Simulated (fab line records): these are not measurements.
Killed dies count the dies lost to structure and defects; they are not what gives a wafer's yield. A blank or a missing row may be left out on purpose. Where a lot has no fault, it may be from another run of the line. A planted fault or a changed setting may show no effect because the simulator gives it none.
fab line records + flow nandHarc + part 2 of 2: steps 27 to 35 of 35
record:
- lots: 5
- wafers: 15
- lastDay: 32
route steps=1302 shown A_WL_FILL@974 A_CONTACT@983
lots that met no fault: from a run of the same line without faults
startH: hours from the record's opening day to when the first of the lot's shown wafers began + waitH: time in hours since the lot's previous step + " same as the row above + L1.1+2: several wafers, shown together as one row + - no value present, or no start provided + * or withheld: withheld + < > ~ a bound
route shown NAME@n: a module of which the file shows steps, and the number in the route of the first + usual: mean and standard deviation over wafers with no fault + same: alike in all rows + chamber/n: place in a boat + sites: the reading at each site + _std_site: the values' standard deviation + _edge_site: outer sites' mean less inner sites' + radiusMm: for every site, how far away it sits from the centre of the wafer + mask NAME#n: copy n + behind: tool/chamber where the wafer was last shaped + hold: why the lot went on hold/how many hours it stayed there/how the hold came to an end + device: whichever transistor did not switch (one of n, p or np) + end of line: the same wafers' tests at the end of the route + where a step has no rows: the recipe by itself + killed: dies that structure and defects cost at the first sort, which is not the same as the wafer's yield + map: dies across one wafer; x = killed, . = not, _ = none there
set.NAME: the setting the step ran with; set.NAME@STEP: the setting that earlier step ran with + model.NAME: the simulator's own value behind a step, which no gauge read
lots seen at some steps along the route; tables by step, rows by wafer
services: when a tool's chamber went out of use (startH, in hours from the record's first day, below 0 if earlier), for how many hours, and the reason
== steps ==
step: NHARC_A_CONTACT_ETCH_51
recipe:
- targetDepthA: 70000
- overEtchFrac: 0.3
- timeS: 1820
- ionEnergyEv: 150
- o2FlowSccm: 400
- cosFlowSccm: 20
- arFlowSccm: 0
- rfW: 500
- biasW: 300
- chemistry: O2/COS
usual:
- drypumpMotorCurrentA: 5.8/0.45
- oesProductAu: 1.001/0.0086
- rfVppV: 313.3/2.1
- showerheadPlenumPTorr: 3.07/0.13
- throttleValvePct: 28.330/0.0088
| lot.wafer | tool       | chamber | startH | waitH | drypumpMotorCurrentA | oesProductAu | rfHoursCounterH | rfVppV | showerheadPlenumPTorr | throttleValvePct |
|-----------|------------|---------|--------|-------|----------------------|--------------|-----------------|--------|-----------------------|------------------|
| L077.2    | rieDiel-12 | 0       | -      | -     | 5.6                  | 1.004        | 7               | 310.9  | 2.90                  | 28.329           |
| L077.3    | "          | 2       | "      | "     | 5.2                  | 1.010        | 7               | 313.7  | 3.12                  | 28.325           |
| L077.6    | "          | 0       | "      | "     | 5.6                  | 1.002        | -               | 312.1  | 2.90                  | 28.324           |
| L080.4    | rieDiel-12 | 1       | -      | -     | 6.4                  | 1.009        | 19              | 312.8  | 3.00                  | 28.326           |
| L080.3    | "          | 0       | "      | "     | 5.6                  | 1.002        | 19              | 310.3  | 2.89                  | 28.330           |
| L080.6    | "          | 1       | "      | "     | 6.4                  | 1.000        | -               | 313.1  | 3.00                  | 28.336           |
| L086.3    | rieDiel-12 | 0       | -      | -     | 5.6                  | 0.989        | 27              | 310.7  | 2.89                  | 28.329           |
| L086.1    | "          | 2       | "      | "     | 5.2                  | 0.994        | 21              | 313.5  | 3.12                  | 28.321           |
| L086.2    | "          | 3       | "      | "     | 6.4                  | 1.001        | 26              | 313.3  | 3.07                  | 28.328           |
| L091.4    | rieDiel-12 | 0       | -      | -     | 5.6                  | 1.010        | 6               | 320.7  | 3.37                  | 28.350           |
| L091.2    | "          | 1       | "      | "     | 6.4                  | 1.008        | 7               | 311.7  | 2.99                  | 28.321           |
| L091.5    | "          | 3       | "      | "     | 6.4                  | 1.002        | -               | 313.9  | 3.07                  | 28.342           |
| L094.2    | rieDiel-10 | 2       | -      | -     | 5.3                  | 0.985        | 32              | 318.2  | 3.33                  | 28.326           |
| L094.6    | "          | 0       | "      | "     | 5.6                  | 1.001        | -               | 314.6  | 3.05                  | 28.324           |
| L094.5    | "          | 1       | "      | "     | 5.6                  | 0.998        | -               | 313.6  | 3.08                  | 28.319           |
step: NHARC_A_CONTACT_ETCH_111
recipe:
- sourceW: withheld
- pressureMtorr: 20
- biasV: withheld
- timeS: 140
- targetDepthA: 7000
- arFlowSccm: withheld
- c4f8FlowSccm: withheld
- o2FlowSccm: withheld
- chemistry: C4F8/O2/Ar
| lot.wafer | tool          | chamber | startH | waitH | rfHoursCounterH |
|-----------|---------------|---------|--------|-------|-----------------|
| L077.2    | harCapEtch-02 | 0       | 510.41 | -     | 88              |
| L077.3    | "             | 0       | "      | "     | -               |
| L077.6    | "             | 0       | "      | "     | -               |
| L080.3    | harCapEtch-01 | 0       | 562.84 | -     | -               |
| L080.4    | "             | 1       | "      | "     | -               |
| L080.6    | "             | 0       | "      | "     | -               |
| L086.2    | harCapEtch-02 | 0       | 599.61 | -     | 103             |
| L086.1    | "             | 1       | "      | "     | 103             |
| L086.3    | "             | 1       | "      | "     | -               |
| L091.2    | harCapEtch-03 | 1       | 665.86 | -     | 67              |
| L091.4    | "             | 1       | "      | "     | -               |
| L091.5    | "             | 1       | "      | "     | -               |
| L094.2    | harCapEtch-03 | 0       | 699.93 | -     | 74              |
| L094.6    | "             | 1       | "      | "     | -               |
| L094.5    | "             | 0       | "      | "     | -               |
step: NHARC_A_CONTACT_ETCH_112
recipe:
- sourceW: withheld
- pressureMtorr: 20
- biasV: 3000
- timeS: 190
- targetDepthA: 18500
- arFlowSccm: withheld
- c4f8FlowSccm: withheld
- o2FlowSccm: withheld
- chemistry: C4F8/O2/Ar
| lot.wafer | tool          | chamber | startH | waitH | rfHoursCounterH |
|-----------|---------------|---------|--------|-------|-----------------|
| L077.2    | harCapEtch-02 | 0       | 510.62 | 0.2   | 88              |
| L077.3    | "             | 0       | "      | "     | -               |
| L077.6    | "             | 0       | "      | "     | -               |
| L080.3    | harCapEtch-01 | 0       | 563.03 | 0.2   | -               |
| L080.4    | "             | 1       | "      | "     | -               |
| L080.6    | "             | 0       | "      | "     | -               |
| L086.2    | harCapEtch-02 | 0       | 599.88 | 0.2   | 103             |
| L086.1    | "             | 1       | "      | "     | 103             |
| L086.3    | "             | 1       | "      | "     | -               |
| L091.2    | harCapEtch-03 | 1       | 666.06 | 0.2   | 68              |
| L091.4    | "             | 1       | "      | "     | -               |
| L091.5    | "             | 1       | "      | "     | -               |
| L094.2    | harCapEtch-03 | 0       | 700.13 | 0.2   | 74              |
| L094.6    | "             | 1       | "      | "     | -               |
| L094.5    | "             | 0       | "      | "     | -               |
step: NHARC_A_CONTACT_ETCH_113
recipe:
- sourceW: withheld
- pressureMtorr: 20
- biasV: 3000
- timeS: 190
- targetDepthA: 18500
- arFlowSccm: withheld
- c4f8FlowSccm: withheld
- o2FlowSccm: withheld
- chemistry: C4F8/O2/Ar
| lot.wafer | tool          | chamber | startH | waitH | rfHoursCounterH |
|-----------|---------------|---------|--------|-------|-----------------|
| L077.2    | harCapEtch-02 | 0       | 510.79 | 0.1   | 88              |
| L077.3    | "             | 0       | "      | "     | -               |
| L077.6    | "             | 0       | "      | "     | -               |
| L080.3    | harCapEtch-01 | 0       | 563.21 | 0.1   | -               |
| L080.4    | "             | 1       | "      | "     | -               |
| L080.6    | "             | 0       | "      | "     | -               |
| L086.2    | harCapEtch-02 | 0       | 600.11 | 0.2   | 103             |
| L086.1    | "             | 1       | "      | "     | 103             |
| L086.3    | "             | 1       | "      | "     | -               |
| L091.2    | harCapEtch-03 | 1       | 666.23 | 0.1   | 68              |
| L091.4    | "             | 1       | "      | "     | -               |
| L091.5    | "             | 1       | "      | "     | -               |
| L094.2    | harCapEtch-03 | 0       | 700.30 | 0.1   | 74              |
| L094.6    | "             | 1       | "      | "     | -               |
| L094.5    | "             | 0       | "      | "     | -               |
step: NHARC_A_CONTACT_ETCH_114
recipe:
- sourceW: withheld
- pressureMtorr: 20
- biasV: 3000
- timeS: 190
- targetDepthA: 18500
- arFlowSccm: withheld
- c4f8FlowSccm: withheld
- o2FlowSccm: withheld
- chemistry: C4F8/O2/Ar
| lot.wafer | tool          | chamber | startH | waitH | rfHoursCounterH |
|-----------|---------------|---------|--------|-------|-----------------|
| L077.2    | harCapEtch-02 | 0       | 510.95 | 0.1   | 88              |
| L077.3    | "             | 0       | "      | "     | -               |
| L077.6    | "             | 0       | "      | "     | -               |
| L080.3    | harCapEtch-01 | 0       | 563.38 | 0.1   | -               |
| L080.4    | "             | 1       | "      | "     | -               |
| L080.6    | "             | 0       | "      | "     | -               |
| L086.2    | harCapEtch-02 | 0       | 600.34 | 0.2   | 103             |
| L086.1    | "             | 1       | "      | "     | 103             |
| L086.3    | "             | 1       | "      | "     | -               |
| L091.2    | harCapEtch-03 | 1       | 666.40 | 0.1   | 68              |
| L091.4    | "             | 1       | "      | "     | -               |
| L091.5    | "             | 1       | "      | "     | -               |
| L094.2    | harCapEtch-03 | 0       | 700.48 | 0.1   | 75              |
| L094.6    | "             | 1       | "      | "     | -               |
| L094.5    | "             | 0       | "      | "     | -               |
step: NHARC_A_CONTACT_ETCH_115
recipe:
- sourceW: withheld
- pressureMtorr: 20
- biasV: 3000
- timeS: 190
- targetDepthA: 18500
- arFlowSccm: withheld
- c4f8FlowSccm: withheld
- o2FlowSccm: withheld
- chemistry: C4F8/O2/Ar
| lot.wafer | tool          | chamber | startH | waitH | rfHoursCounterH |
|-----------|---------------|---------|--------|-------|-----------------|
| L077.2    | harCapEtch-02 | 0       | 511.12 | 0.1   | 88              |
| L077.3    | "             | 0       | "      | "     | -               |
| L077.6    | "             | 0       | "      | "     | -               |
| L080.3    | harCapEtch-01 | 0       | 563.55 | 0.1   | -               |
| L080.4    | "             | 1       | "      | "     | -               |
| L080.6    | "             | 0       | "      | "     | -               |
| L086.2    | harCapEtch-02 | 0       | 600.57 | 0.2   | 103             |
| L086.1    | "             | 1       | "      | "     | 103             |
| L086.3    | "             | 1       | "      | "     | -               |
| L091.2    | harCapEtch-03 | 1       | 666.57 | 0.1   | 68              |
| L091.4    | "             | 1       | "      | "     | -               |
| L091.5    | "             | 1       | "      | "     | -               |
| L094.2    | harCapEtch-03 | 0       | 700.65 | 0.1   | 75              |
| L094.6    | "             | 1       | "      | "     | -               |
| L094.5    | "             | 0       | "      | "     | -               |
step: NHARC_A_CONTACT_ETCH_116
recipe:
- sourceW: withheld
- pressureMtorr: 20
- biasV: 3000
- timeS: 190
- targetDepthA: 18500
- arFlowSccm: withheld
- c4f8FlowSccm: withheld
- o2FlowSccm: withheld
- chemistry: C4F8/O2/Ar
| lot.wafer | tool          | chamber | startH | waitH | rfHoursCounterH |
|-----------|---------------|---------|--------|-------|-----------------|
| L077.2    | harCapEtch-02 | 0       | 511.30 | 0.1   | 89              |
| L077.3    | "             | 0       | "      | "     | -               |
| L077.6    | "             | 0       | "      | "     | -               |
| L080.3    | harCapEtch-01 | 0       | 563.72 | 0.1   | -               |
| L080.4    | "             | 1       | "      | "     | -               |
| L080.6    | "             | 0       | "      | "     | -               |
| L086.2    | harCapEtch-02 | 0       | 600.80 | 0.2   | 104             |
| L086.1    | "             | 1       | "      | "     | 104             |
| L086.3    | "             | 1       | "      | "     | -               |
| L091.2    | harCapEtch-03 | 1       | 666.74 | 0.1   | 68              |
| L091.4    | "             | 1       | "      | "     | -               |
| L091.5    | "             | 1       | "      | "     | -               |
| L094.2    | harCapEtch-03 | 0       | 700.81 | 0.1   | 75              |
| L094.6    | "             | 1       | "      | "     | -               |
| L094.5    | "             | 0       | "      | "     | -               |
step: NHARC_A_CONTACT_ETCH_117
recipe:
- sourceW: withheld
- pressureMtorr: 20
- biasV: 3000
- timeS: 190
- targetDepthA: 18500
- arFlowSccm: withheld
- c4f8FlowSccm: withheld
- o2FlowSccm: withheld
- chemistry: C4F8/O2/Ar
| lot.wafer | tool          | chamber | startH | waitH | rfHoursCounterH |
|-----------|---------------|---------|--------|-------|-----------------|
| L077.2    | harCapEtch-02 | 0       | 511.47 | 0.1   | 89              |
| L077.3    | "             | 0       | "      | "     | -               |
| L077.6    | "             | 0       | "      | "     | -               |
| L080.3    | harCapEtch-01 | 0       | 563.89 | 0.1   | -               |
| L080.4    | "             | 1       | "      | "     | -               |
| L080.6    | "             | 0       | "      | "     | -               |
| L086.2    | harCapEtch-02 | 0       | 601.02 | 0.2   | 104             |
| L086.1    | "             | 1       | "      | "     | 104             |
| L086.3    | "             | 1       | "      | "     | -               |
| L091.2    | harCapEtch-03 | 1       | 666.91 | 0.1   | 68              |
| L091.4    | "             | 1       | "      | "     | -               |
| L091.5    | "             | 1       | "      | "     | -               |
| L094.2    | harCapEtch-03 | 0       | 700.98 | 0.1   | 75              |
| L094.6    | "             | 1       | "      | "     | -               |
| L094.5    | "             | 0       | "      | "     | -               |
step: NHARC_A_CONTACT_ETCH_118
recipe:
- sourceW: withheld
- pressureMtorr: 20
- biasV: 3000
- timeS: 190
- targetDepthA: 18500
- arFlowSccm: withheld
- c4f8FlowSccm: withheld
- o2FlowSccm: withheld
- chemistry: C4F8/O2/Ar
| lot.wafer | tool          | chamber | startH | waitH | rfHoursCounterH |
|-----------|---------------|---------|--------|-------|-----------------|
| L077.2    | harCapEtch-02 | 0       | 511.64 | 0.1   | 89              |
| L077.3    | "             | 0       | "      | "     | -               |
| L077.6    | "             | 0       | "      | "     | -               |
| L080.3    | harCapEtch-01 | 0       | 564.07 | 0.1   | -               |
| L080.4    | "             | 1       | "      | "     | -               |
| L080.6    | "             | 0       | "      | "     | -               |
| L086.2    | harCapEtch-02 | 0       | 601.25 | 0.2   | 104             |
| L086.1    | "             | 1       | "      | "     | 104             |
| L086.3    | "             | 1       | "      | "     | -               |
| L091.2    | harCapEtch-03 | 1       | 667.08 | 0.1   | 68              |
| L091.4    | "             | 1       | "      | "     | -               |
| L091.5    | "             | 1       | "      | "     | -               |
| L094.2    | harCapEtch-03 | 0       | 701.15 | 0.1   | 75              |
| L094.6    | "             | 1       | "      | "     | -               |
| L094.5    | "             | 0       | "      | "     | -               |
== services ==
| tool           | chamber | startH | hours | kind   |
|----------------|---------|--------|-------|--------|
| arfiScanner-02 | -       | 484.80 | 4.0   | pm     |
| harCapEtch-01  | -       | 497.30 | 17.0  | pm     |
| pecvd-03       | -       | 499.00 | 1.1   | repair |
| lithoTrack-01  | -       | 505.00 | 7.0   | pm     |
| wetBench-07    | -       | 512.00 | 8.0   | pm     |
| lithoTrack-06  | -       | 529.00 | 7.0   | pm     |
| rieDiel-10     | -       | 552.61 | 1.2   | repair |
| lithoTrack-04  | -       | 553.00 | 7.0   | pm     |
| pecvd-02       | -       | 554.52 | 0.4   | repair |
| harCapEtch-01  | -       | 574.63 | 0.6   | repair |
| pecvd-02       | -       | 589.41 | 13.0  | pm     |
| rieDiel-10     | -       | 597.98 | 9.0   | pm     |
| pecvd-02       | -       | 604.92 | 1.7   | repair |
| rieDiel-12     | -       | 623.21 | 9.0   | pm     |
| wetBench-01    | -       | 629.60 | 8.0   | pm     |
| cvdW-02        | -       | 631.00 | 13.0  | pm     |
| rieDiel-10     | 1       | 655.03 | 5.8   | repair |
| rieDiel-10     | 2       | 658.19 | 6.1   | repair |
| wetBench-01    | -       | 662.32 | 2.7   | repair |
| pecvd-02       | 2       | 672.55 | 2.8   | repair |
| lithoTrack-01  | -       | 680.00 | 7.0   | pm     |
| pecvd-02       | 2       | 687.57 | 4.2   | repair |
| wetBench-07    | -       | 688.00 | 8.0   | pm     |
| pecvd-02       | 1       | 694.86 | 29.7  | repair |
